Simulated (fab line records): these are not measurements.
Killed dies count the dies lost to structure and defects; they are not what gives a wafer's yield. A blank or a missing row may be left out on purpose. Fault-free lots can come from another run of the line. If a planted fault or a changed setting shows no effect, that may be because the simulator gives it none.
Matching of chambers || flow nandHarc || NHARC_A_SLIT_ETCH_29 on rieDiel-10 has 4 sister chambers
The step etches the open film in CF4/O2, target depth 100 nm, overetch 10 nm, time 55 s. 4 wafers are shown with their chamber, then 7 later ones without.

WAFERS, EACH WITH ITS CHAMBER
{"wafer": "L368.3", "chamber": 3, "drypumpMotorCurrentA (A)": 5.5}
{"wafer": "L373.3", "chamber": 0, "drypumpMotorCurrentA (A)": 6.0}
{"wafer": "L384.1", "chamber": 1, "drypumpMotorCurrentA (A)": 5.6}
{"wafer": "L384.2", "chamber": 2, "drypumpMotorCurrentA (A)": 6.0}

WAFERS WITH NO CHAMBER GIVEN
{"wafer": "L384.4", "drypumpMotorCurrentA (A)": 6.0}
{"wafer": "L382.4", "drypumpMotorCurrentA (A)": 5.5}
{"wafer": "L382.5", "drypumpMotorCurrentA (A)": 6.0}
{"wafer": "L382.6", "drypumpMotorCurrentA (A)": 5.6}
{"wafer": "L385.3", "drypumpMotorCurrentA (A)": 5.7}
{"wafer": "L385.5", "drypumpMotorCurrentA (A)": 6.0}
{"wafer": "L385.6", "drypumpMotorCurrentA (A)": 5.7}

WHICH CHAMBER EACH WENT THROUGH
{"wafer": "L384.4", "from the rows above": "can't be placed: 0 or 2", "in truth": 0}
{"wafer": "L382.4", "from the rows above": "can't be placed: 3 or 1", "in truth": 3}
{"wafer": "L382.5", "from the rows above": "can't be placed: 0 or 2", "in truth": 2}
{"wafer": "L382.6", "from the rows above": "can't be placed: 1 or 3", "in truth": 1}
{"wafer": "L385.3", "from the rows above": "can't be placed: 1 or 3", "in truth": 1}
{"wafer": "L385.5", "from the rows above": "can't be placed: 0 or 2", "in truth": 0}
{"wafer": "L385.6", "from the rows above": "can't be placed: 1 or 3", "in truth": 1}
Correctly placed: 0 of 7. Cannot be placed on the basis of these rows: 7; the candidates contain the true chamber in 7. Number placed wrongly: 0.
How it was worked out, from the rows above alone: a wafer's distance from a chamber is the root of the sum, over the readings, of the square of ((its reading less the chamber's mean) divided by the reading's scatter). The wafer belongs to the nearest chamber; if the next one is less than 2 further off, it can't be placed. The mean given for a chamber averages the wafers shown for that chamber. The scatter (one wafer shown for each chamber): square how far every hidden wafer sits from the nearest shown wafer, average those squares and take the square root.
